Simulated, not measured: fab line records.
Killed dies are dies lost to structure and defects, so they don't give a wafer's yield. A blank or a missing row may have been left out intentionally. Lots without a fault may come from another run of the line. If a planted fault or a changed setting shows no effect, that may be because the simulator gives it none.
Chamber matching / flow nand harc / NHARC_P_GATE_DESCUM_48 on rie diel-07 has 4 sister chambers
The step chemistry O2, time 3 s. 16 wafers are shown with their chamber, then 8 later ones without.

== WAFERS WITH THEIR CHAMBER ==
wafer=L083.1; chamber=0; showerhead plenum p Torr (Torr)=2.01; drypump motor current A (A)=6.3; oes product au (a.u.)=0.980
wafer=L083.2; chamber=2; showerhead plenum p Torr (Torr)=1.81; drypump motor current A (A)=5.5; oes product au (a.u.)=0.999
wafer=L083.3; chamber=3; showerhead plenum p Torr (Torr)=1.94; drypump motor current A (A)=6.0; oes product au (a.u.)=1.002
wafer=L083.4; chamber=1; showerhead plenum p Torr (Torr)=1.88; drypump motor current A (A)=6.2; oes product au (a.u.)=0.980
wafer=L083.5; chamber=1; showerhead plenum p Torr (Torr)=1.89; drypump motor current A (A)=6.2; oes product au (a.u.)=0.981
wafer=L083.6; chamber=0; showerhead plenum p Torr (Torr)=2.01; drypump motor current A (A)=6.3; oes product au (a.u.)=0.975
wafer=L085.1; chamber=3; showerhead plenum p Torr (Torr)=1.94; drypump motor current A (A)=6.0; oes product au (a.u.)=1.003
wafer=L085.2; chamber=0; showerhead plenum p Torr (Torr)=2.00; drypump motor current A (A)=6.3; oes product au (a.u.)=0.976
wafer=L085.3; chamber=2; showerhead plenum p Torr (Torr)=1.81; drypump motor current A (A)=5.6; oes product au (a.u.)=1.006
wafer=L085.4; chamber=1; showerhead plenum p Torr (Torr)=1.88; drypump motor current A (A)=6.2; oes product au (a.u.)=0.995
wafer=L085.5; chamber=3; showerhead plenum p Torr (Torr)=1.94; drypump motor current A (A)=6.0; oes product au (a.u.)=1.010
wafer=L085.6; chamber=0; showerhead plenum p Torr (Torr)=2.00; drypump motor current A (A)=6.3; oes product au (a.u.)=0.982
wafer=L087.1; chamber=2; showerhead plenum p Torr (Torr)=1.81; drypump motor current A (A)=5.5; oes product au (a.u.)=1.001
wafer=L087.2; chamber=3; showerhead plenum p Torr (Torr)=1.94; drypump motor current A (A)=6.0; oes product au (a.u.)=1.010
wafer=L087.3; chamber=1; showerhead plenum p Torr (Torr)=1.88; drypump motor current A (A)=6.2; oes product au (a.u.)=1.004
wafer=L087.4; chamber=0; showerhead plenum p Torr (Torr)=2.00; drypump motor current A (A)=6.3; oes product au (a.u.)=0.982

SIGNATURES (means of the wafers above)
reading=showerhead plenum p Torr; chamber 0=2.0040; chamber 1=1.8825; chamber 2=1.8100; chamber 3=1.9400; scatter within a chamber=0.00403
reading=drypump motor current A; chamber 0=6.300; chamber 1=6.200; chamber 2=5.533; chamber 3=6.000; scatter within a chamber=0.0236
reading=oes product au; chamber 0=0.97900; chamber 1=0.99000; chamber 2=1.00200; chamber 3=1.00625; scatter within a chamber=0.00664
Rule: for each reading, subtract the chamber's mean from the wafer's reading, divide by that reading's scatter and square the result; add these up over the readings and take the root, which gives the wafer's distance from the chamber. If the next closest chamber is less than 2 further off than the closest, the wafer can't be placed; otherwise it belongs to the closest. The scatter: take each reading less its chamber's mean, square it, sum over the shown wafers, divide by the number of wafers less the number of chambers, and take the root.

== WAFERS WITH NO CHAMBER GIVEN ==
wafer=L087.5; showerhead plenum p Torr (Torr)=1.88; drypump motor current A (A)=6.2; oes product au (a.u.)=0.986
wafer=L087.6; showerhead plenum p Torr (Torr)=2.00; drypump motor current A (A)=6.3; oes product au (a.u.)=0.975
wafer=L089.1; showerhead plenum p Torr (Torr)=1.88; drypump motor current A (A)=6.2; oes product au (a.u.)=1.009
wafer=L089.2; showerhead plenum p Torr (Torr)=1.94; drypump motor current A (A)=6.0; oes product au (a.u.)=1.008
wafer=L089.3; showerhead plenum p Torr (Torr)=2.00; drypump motor current A (A)=6.3; oes product au (a.u.)=0.975
wafer=L089.4; showerhead plenum p Torr (Torr)=1.81; drypump motor current A (A)=5.5; oes product au (a.u.)=1.007
wafer=L089.5; showerhead plenum p Torr (Torr)=2.00; drypump motor current A (A)=6.4; oes product au (a.u.)=0.978
wafer=L089.6; showerhead plenum p Torr (Torr)=1.88; drypump motor current A (A)=6.2; oes product au (a.u.)=1.007

== CHAMBER TAKEN BY EACH ==
wafer=L087.5; from the rows above=1; in truth=1
wafer=L087.6; from the rows above=0; in truth=0
wafer=L089.1; from the rows above=1; in truth=1
wafer=L089.2; from the rows above=3; in truth=3
wafer=L089.3; from the rows above=0; in truth=0
wafer=L089.4; from the rows above=2; in truth=2
wafer=L089.5; from the rows above=0; in truth=0
wafer=L089.6; from the rows above=1; in truth=1
Correctly placed: 8 of 8. Not placeable from these rows: 0. Number placed wrongly: 0.
